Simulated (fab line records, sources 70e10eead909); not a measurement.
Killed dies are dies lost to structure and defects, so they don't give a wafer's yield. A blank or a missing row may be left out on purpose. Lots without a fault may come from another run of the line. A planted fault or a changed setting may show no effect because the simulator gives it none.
A struck lot beside a sound one | flow nand_harc | 38 steps out of a route of 1159
Sound: wafers L926.1, L926.3, L926.6. Struck: wafer L937.6. (L937.2, L937.3 of the same lot were not struck and are left out.) The cause comes at the end.
At each step with rows: each side's tool, then ch and its chambers, then its first start. Under that, the readings that differ: sound wafers | struck wafers | difference of the means | sigmas: that difference in standard deviations of wafers without a fault.
alike: readings whose means differ by less than 2 such deviations, and words and numbers that are the same on both sides. not compared: withheld readings, readings that some wafer has no value for, bounds like >300 that may hide the same value, and numbers for which the record gives no deviation and whose values overlap.
The two part at a step that has a row with sigmas, a row that says differs or no value, or rows on one side only. Numbers that don't overlap but have no deviation are shown without sigmas and don't part them. A reading that every wafer of one side lacks parts them only if that side has two wafers or more.

NHARC_A_BONDPAD_OVL_MEAS_35:
  sound on overlay-01, day 18 18:55; struck on overlay-02, day 21 10:54
  alike: overlay_x_nm, overlay_y_nm
then, 4 steps without rows for these wafers: NHARC_A_BONDPAD_HARDBAKE_10 (time 65 s); NHARC_A_BONDPAD_DESCUM_11 (chemistry O2, time 3 s); NHARC_A_BONDPAD_ETCH_34 (etches the open film in N2/H2, target depth 60 nm, overetch 18 nm, time 65.91 s); NHARC_A_BONDPAD_ETCH_12 (etches the open film in CHF3/O2, target depth 220 nm, time 110 s).
NHARC_A_BONDPAD_CD_MEAS_13:
  sound on cd_sem-01, day 18 19:21; struck on cd_sem-01, day 21 11:21
  alike: cd_nm
then, 3 steps without rows for these wafers: NHARC_A_BONDPAD_STRIP_15 (strips in O2); NHARC_A_BONDPAD_ETCH_24 (etches the open film in CF4/N2, target depth 30 nm, time 72.99 s); NHARC_A_BONDPAD_STRIP_16 (strips in post etch residue remover, time 600 s).
NHARC_A_BONDPAD_DEGAS_25: time 60 s.
  sound on pvd_sputter-01, day 18 20:00; struck on pvd_sputter-01, day 21 11:59
  alike: heater_power_w
NHARC_A_BONDPAD_PRE_CLEAN_26: time 30 s.
  sound on pvd_sputter-01; struck on pvd_sputter-01
  reading            | sound       | struck | difference | sigmas
  heater_power_w (W) | 363 432 349 | 503    | +122       | +2
NHARC_A_BONDPAD_PVD_17: deposits TaN, target thk 5 nm, time 8.06 s.
  sound on pvd_sputter-01; struck on pvd_sputter-01
  alike: throttle_valve_pct
NHARC_A_BONDPAD_PVD_27: deposits Cu, target thk 30 nm, time 20.49 s.
  sound on pvd_sputter-01, day 18 20:13; struck on pvd_sputter-01, day 21 12:12
  alike: throttle_valve_pct
then, 9 steps without rows for these wafers: NHARC_A_BONDPAD_ECD_18 (material Cu, target thk 400 nm); NHARC_A_BONDPAD_ANNEAL_28 (time 90 s); NHARC_A_BONDPAD_CMP_19 (polishes, t overpolish 30 s, cu recess touch 16 s, target thk 169.8 nm); NHARC_A_BONDPAD_SRD_21 (time 30 s, dry time 20 s); NHARC_HYBRID_BOND_ACTIVATE_00 (chemistry N2, time 60 s); NHARC_HYBRID_BOND_PRECLEAN_01 (cleans in DIW, time 300 s); NHARC_HYBRID_BOND_SRD_02 (time 30 s, dry time 20 s); NHARC_HYBRID_BOND_BOND_03; NHARC_HYBRID_BOND_ANNEAL_04 (time 7200 s).
NHARC_HYBRID_BOND_OVL_MEAS_05:
  sound on overlay-01, day 19 10:49; struck on overlay-01, day 22 00:12
  reading           | sound     | struck | difference | sigmas
  overlay_y_nm (nm) | -5 -42 35 | -85    | -81        | -2
  alike: overlay_x_nm
NHARC_THIN_TSV_GRIND_00:
  sound on grinder-01 ch 0, day 19 11:01; struck on grinder-01 ch 0, day 22 00:36
  alike: motor_current_A
then, 1 step without rows for these wafers: NHARC_THIN_TSV_CMP_01 (polishes).
NHARC_THIN_TSV_THK_MEAS_02: measures by ir.
  sound on film_metro-01, day 19 12:29; struck on film_metro-02, day 22 01:53
  alike: thk_nm
then, 3 steps without rows for these wafers: NHARC_THIN_TSV_SRD_03; NHARC_THIN_TSV_PRECLEAN_41 (cleans in SC1); NHARC_THIN_TSV_SRD_42.
NHARC_THIN_TSV_DEP_43: deposits SiO2, target thk 1328.5 nm.
  sound on pecvd-02 ch 0,1, day 19 12:46; struck on pecvd-02 ch 1, day 22 02:06
  alike: rf_fwd_power_W, throttle_valve_pct
then, 7 steps without rows for these wafers: NHARC_THIN_TSV_DEHYDRATE_04 (time 120 s); NHARC_THIN_TSV_HMDS_05 (time 30 s); NHARC_THIN_TSV_COAT_06; NHARC_THIN_TSV_SOFTBAKE_07 (time 95 s); NHARC_THIN_TSV_EBR_08; NHARC_THIN_TSV_EXPOSE_09 (exposes mask TSV); NHARC_THIN_TSV_PEB_10 (peb time 85 s).
NHARC_END_SORT_01:
  sound on prober-02 ch 0, day 20 11:48; struck on prober-02 ch 0, day 23 00:52
  reading                  | sound          | struck | difference | sigmas
  defect_limited_yield (%) | 96.5 96.0 96.3 | 82.9   | -13.4      | -10
  killed_at_array          | 19 20 17       | 112    | +93        | +11
  killed_dies              | 24 27 25       | 116    | +91        | +10
  sort_bin_2_pct (%)       | 0.4 1.5 0.6    | 7.7    | +6.9       | +12
  sort_bin_3_pct (%)       | 0.15 0.15 0.15 | 4.43   | +4.28      | +20
  sort_bin_4_pct (%)       | 3.0 2.4 3.0    | 5.0    | +2.2       | +2
  sort_n_pass              | 653 650 652    | 561    | -91        | -10
  sort_yield_pct (%)       | 96.5 96.0 96.3 | 82.9   | -13.4      | -10
  alike: killed_at_other, killed_at_periphery, killed_open, killed_short, sort_rim_yield_pct

WHERE THEY PART
First at NHARC_A_BONDPAD_PRE_CLEAN_26; last, within this record, at NHARC_END_SORT_01.

WHY: what the simulator had put in
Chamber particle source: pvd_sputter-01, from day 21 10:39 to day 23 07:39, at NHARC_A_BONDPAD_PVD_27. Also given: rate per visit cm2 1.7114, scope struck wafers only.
